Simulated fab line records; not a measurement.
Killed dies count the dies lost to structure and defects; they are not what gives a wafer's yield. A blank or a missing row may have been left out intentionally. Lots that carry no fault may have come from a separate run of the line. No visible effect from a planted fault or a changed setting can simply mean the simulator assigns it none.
Which tool was responsible? | flow n5_finfet | 12 lots, 34 wafers sampled, at 2 steps of a route of 1938

## WHAT THE GAUGES SHOWED, per wafer
N5_PASSIVATION_CD_MEAS_10: target cd 3000 nm. Usual: cd_nm 2999.1 nm, standard deviation 2.6.
lot  | measured     | on        | cd_nm (nm)           | flag
L361 | day 12 06:44 | cd_sem-01 | 2995.6 2996.8 2993.0 |
L364 | day 12 16:43 | cd_sem-01 | 2996.7 2999.8 2997.4 |
L365 | day 13 00:02 | cd_sem-03 | 3002.6 3000.9 3001.9 |
L368 | day 13 15:59 | cd_sem-03 | 2996.7 2996.4        |
L370 | day 14 09:43 | cd_sem-02 | 3002.0 3001.9 3001.0 |
L373 | day 14 18:40 | cd_sem-02 | 3001.7 2999.3 2997.6 |
L372 | day 15 08:14 | cd_sem-01 | 3002.5 3001.2 3000.8 |
L375 | day 15 13:01 | cd_sem-03 | 3000.4 2997.1 2998.3 |
L376 | day 16 00:46 | cd_sem-02 | 3001.5 3002.4 2998.6 |
L381 | day 17 01:40 | cd_sem-03 | 3001.7 3002.5 2996.9 |
L382 | day 17 06:42 | cd_sem-02 | 2998.4 3000.7        |
L383 | day 17 12:02 | cd_sem-01 | 2999.5 2997.8 3000.6 |

## WHAT TOOL EACH LOT RAN ON (gives the tool, then ch and the chambers of the sampled wafers, and finally the start)
lot  | N5_MIM_BOT_ETCH_ETCH_00
L361 | rie_metal-01 ch 0,1, day 12 05:22
L364 | rie_metal-03 ch 0,1, day 12 15:31
L365 | rie_metal-01 ch 0,1, day 12 22:05
L368 | rie_metal-02 ch 0,1, day 13 12:17
L370 | rie_metal-01 ch 0,1, day 14 06:40
L373 | rie_metal-03 ch 0,1, day 14 17:08
L372 | rie_metal-03 ch 0,1, day 15 05:58
L375 | rie_metal-02 ch 1, day 15 11:52
L376 | rie_metal-02 ch 0,1, day 15 22:03
L381 | rie_metal-02 ch 1, day 17 00:31
L382 | rie_metal-03 ch 0,1, day 17 02:20
L383 | rie_metal-01 ch 0,1, day 17 09:29
- N5_MIM_BOT_ETCH_ETCH_00: etches TiN in Cl2/BCl3, target depth 45.5 nm.

## WHAT THE TOOLS THEMSELVES READ (means of the sampled wafers that have a number; where no wafer has one, the mark that the record gives instead)
N5_MIM_BOT_ETCH_ETCH_00. Usual: drypump_motor_current_A 6.0 A, standard deviation 0.48; oes_product_au 0.80 a.u., standard deviation 0.095; throttle_valve_pct 21.94 %, standard deviation 0.19.
lot  | tool         | drypump_motor_current_A (A) | oes_product_au (a.u.) | throttle_valve_pct (%) | flag
L361 | rie_metal-01 | 6.4                         | 0.81                  | 21.94                  |
L364 | rie_metal-03 | 5.7                         | 0.74                  | 22.00                  |
L365 | rie_metal-01 | 6.5                         | 0.86                  | 21.99                  |
L368 | rie_metal-02 | 5.6                         | 0.83                  | 21.96                  |
L370 | rie_metal-01 | 6.5                         | 0.85                  | 22.00                  |
L373 | rie_metal-03 | 5.7                         | 0.73                  | 22.01                  |
L372 | rie_metal-03 | 5.8                         | 0.78                  | 21.76                  |
L375 | rie_metal-02 | 5.1                         | 0.90                  | 21.95                  |
L376 | rie_metal-02 | 5.7                         | 0.79                  | 21.97                  |
L381 | rie_metal-02 | 5.2                         | 0.88                  | 21.96                  |
L382 | rie_metal-03 | 5.8                         | 0.74                  | 21.89                  |
L383 | rie_metal-01 | 6.4                         | 0.76                  | 21.98                  |

## THE ANSWER, worked out from the rows above alone
Rule: lot off if the mean of its wafers having a number is beyond 3 standard deviations from the usual mean. Also off: a lot with no number at a reading for which 4 or more lots have one. All remaining lots with rows at the step are treated as sound. The gauges are gone through in route order, then the tools' own readings, and for those a lot's mean is taken as printed above. At the first step where some lot is off, the reading lying furthest off is the one used; lots without a number count as furthest.
Across all readings shown, no lot is off: no conclusion can be drawn from this.

## WHAT HAD BEEN PUT IN BY THE SIMULATOR
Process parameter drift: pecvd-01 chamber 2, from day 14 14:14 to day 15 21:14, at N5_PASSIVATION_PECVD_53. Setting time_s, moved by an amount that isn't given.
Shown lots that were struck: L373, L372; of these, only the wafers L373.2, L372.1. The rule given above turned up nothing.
